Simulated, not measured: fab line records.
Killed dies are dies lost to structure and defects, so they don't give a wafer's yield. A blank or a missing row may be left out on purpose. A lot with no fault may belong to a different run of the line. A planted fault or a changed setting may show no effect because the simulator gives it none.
Lot-split experiment + flow n5 finfet + on a route of 1938 steps: 7 lots, 21 wafers read

## SPLIT DETAILS
At N5_MOL_CONTACT_COAG_EXPOSE_05 (exposes mask CA, defocus 0 nm), the setting dose mj was moved away from the recipe's 38.25 on 5 of the 21 wafers read, by +3.2% to +6.4%. This setting was run at the recipe's value on the other wafers.

## FROM THE SPLIT TO THE READING: what the file shows between them, 2 steps
- N5_MOL_CONTACT_COAG_PEB_06: peb time 60 s
- N5_MOL_CONTACT_COAG_DEVELOP_07: develop time 30 s

## THE READING
Shown in nm: cd nm at N5_MOL_CONTACT_COAG_CD_MEAS_08, with target cd 28 nm. Typical for fault-free wafers on this fab line: 28.00 nm, with standard deviation 0.25 nm.

| wafer  | tool, chamber at the split | dose mj as run | against the recipe | cd nm, nm | against lot-mates on the recipe |
|--------|----------------------------|----------------|--------------------|-----------|---------------------------------|
| L074.1 | euv scanner-01, 0          | 40.68          | +6.4%              | 29.17     | +1.36                           |
| L074.3 | euv scanner-01, 0          | 40.68          | +6.4%              | 29.16     | +1.35                           |
| L074.6 | euv scanner-01, 0          | 38.25          | recipe             | 27.81     | -                               |
| L080.1 | euv scanner-01, 0          | 38.25          | recipe             | 28.04     | -                               |
| L080.2 | euv scanner-01, 0          | 38.25          | recipe             | 28.33     | -                               |
| L080.6 | euv scanner-01, 0          | 38.25          | recipe             | 27.92     | -                               |
| L087.2 | euv scanner-01, 0          | 39.47          | +3.2%              | 28.67     | +0.51                           |
| L087.4 | euv scanner-01, 0          | 38.25          | recipe             | 28.16     | -                               |
| L087.5 | euv scanner-01, 0          | 39.47          | +3.2%              | 28.66     | +0.50                           |
| L088.2 | euv scanner-01, 0          | 38.25          | recipe             | 27.78     | -                               |
| L088.5 | euv scanner-01, 0          | 38.25          | recipe             | 27.82     | -                               |
| L088.6 | euv scanner-01, 0          | 38.25          | recipe             | 28.31     | -                               |
| L090.1 | euv scanner-02, 0          | 38.25          | recipe             | 27.82     | -                               |
| L090.3 | euv scanner-02, 0          | 38.25          | recipe             | 28.13     | -                               |
| L090.6 | euv scanner-02, 0          | 38.25          | recipe             | 28.18     | -                               |
| L093.1 | euv scanner-02, 0          | 39.99          | +4.5%              | 28.72     | +0.96                           |
| L093.4 | euv scanner-02, 0          | 38.25          | recipe             | 27.46     | -                               |
| L093.6 | euv scanner-02, 0          | 38.25          | recipe             | 28.05     | -                               |
| L095.3 | euv scanner-02, 0          | 38.25          | recipe             | 27.96     | -                               |
| L095.4 | euv scanner-02, 0          | 38.25          | recipe             | 27.95     | -                               |
| L095.6 | euv scanner-02, 0          | 38.25          | recipe             | 27.46     | -                               |

FIT RESULTS
A straight line over all 21 wafers: cd nm changes by +0.192 nm for each +1% of dose mj; r = +0.88; the points scatter about the line by 0.23 nm.
The same after taking each lot's own level away (the mean of its wafers on the recipe; 21 wafers): +0.205 nm for each +1%; r = +0.92; scatter 0.2 nm.
According to that fit, moving dose mj by its largest amount changes the reading by 1.3 nm.
The lots' own levels span 27.755 to 28.160 nm, that is 1.6 times the standard deviation above.
The two slopes are in agreement: the lot-to-lot level therefore moves the slope only a little.
Check: with one of the wafers moved furthest among these (+6.4%) left out of the fit, the line predicts +1.27 nm for it against its lot-mates. It came out at +1.36 nm against them.

## OTHER SPLITS ON THESE WAFERS
Before the reading, these wafers also passed through other splits. Each is held against what the fit with the lots' levels taken away leaves over:
| other split on the same wafers       | wafers away from the commonest value | r with cd nm (lot level and that fit taken away) |
|--------------------------------------|--------------------------------------|--------------------------------------------------|
| N5_SD_EPI_N_EPI_21 epi growth time s | 7                                    | +0.16                                            |
| N5_SDB_EXPOSE_08 dose mj             | 8                                    | +0.06                                            |
| N5_HKMG_FIN_ETCH_54 source w         | 11                                   | +0.04                                            |
| N5_HKMG_FIN_ETCH_55 time s           | 8                                    | -0.23                                            |
| N5_GATE_CUT_DESCUM_18 time s         | 8                                    | +0.00                                            |

## THE WHOLE CHAIN: every reading that the file lists as answering this split, in the file's order
| step                           | what it does                                                | reading                                                                        | change (the file's fit)               | r (the file's) |
|--------------------------------|-------------------------------------------------------------|--------------------------------------------------------------------------------|---------------------------------------|----------------|
| N5_MOL_CONTACT_COAG_CD_MEAS_08 | target cd 28 nm                                             | cd nm                                                                          | +0.204 nm for each +1% of the setting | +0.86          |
| N5_MOL_CONTACT_COAG_ETCH_59    | etches underlayer in N2/H2, target depth 13 nm, time 10.4 s | MOL_CONTACT_COAG.cd offset nm (the simulator's own value, which no gauge read) | +0.174 nm for each +1% of the setting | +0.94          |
| N5_MOL_CONTACT_COAG_ETCH_105   | etches SiARC in CF4, target depth 15.6 nm, time 26 s        | MOL_CONTACT_COAG.cd offset nm (the simulator's own value, which no gauge read) | +0.182 nm for each +1% of the setting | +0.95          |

## FILE'S OWN FIT
cd nm changes by +0.204 nm for each +1% of dose mj, r = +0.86.
